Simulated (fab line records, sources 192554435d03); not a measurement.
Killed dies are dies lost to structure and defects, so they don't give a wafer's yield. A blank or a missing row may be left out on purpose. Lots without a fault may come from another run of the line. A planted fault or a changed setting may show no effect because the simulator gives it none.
Chamber matching | flow n5_finfet | N5_BEOL_M5_ETCH_75 on rie_diel-02: 4 sister chambers
The step etches underlayer in N2/H2, target depth 6.5 nm, time 5.2 s. 8 wafers are shown with their chamber, then 8 later ones without.

WAFERS WITH THEIR CHAMBER
wafer  | chamber | showerhead_plenum_p_Torr (Torr) | throttle_valve_pct (%)
L075.6 | 1       | 2.59                            | 17.68
L082.5 | 3       | 2.46                            | 18.19
L085.2 | 3       | 2.46                            | 18.20
L085.3 | 2       | 2.62                            | 17.87
L089.2 | 2       | 2.62                            | 17.89
L089.3 | 0       | 2.47                            | 17.74
L089.5 | 0       | 2.47                            | 17.71
L088.1 | 1       | 2.58                            | 17.70

WAFERS WITHOUT THEIR CHAMBER
wafer  | showerhead_plenum_p_Torr (Torr) | throttle_valve_pct (%)
L088.2 | 2.47                            | 17.72
L088.4 | 2.62                            | 17.91
L091.1 | 2.45                            | 18.21
L091.3 | 2.47                            | 17.72
L091.6 | 2.47                            | 17.75
L095.4 | 2.45                            | 18.26
L095.5 | 2.46                            | 17.74
L095.6 | 2.57                            | 17.71

WHICH CHAMBER EACH WENT THROUGH
wafer  | from the rows above | in truth
L088.2 | 0                   | 0
L088.4 | 2                   | 2
L091.1 | 3                   | 3
L091.3 | 0                   | 0
L091.6 | 0                   | 0
L095.4 | 3                   | 3
L095.5 | 0                   | 0
L095.6 | 1                   | 1
Placed correctly: 8 of 8. Can't be placed from these rows: 0. Placed wrongly: 0.
How it was worked out, from the rows above alone: a wafer's distance from a chamber is the root of the sum, over the readings, of the square of ((its reading less the chamber's mean) divided by the reading's scatter). The wafer belongs to the nearest chamber; if the next one is less than 2 further off, it can't be placed. A chamber's mean is the mean of its shown wafers. The scatter: the root of (the sum of the squares of (reading less its chamber's mean) over the shown wafers, divided by (wafers less chambers)).
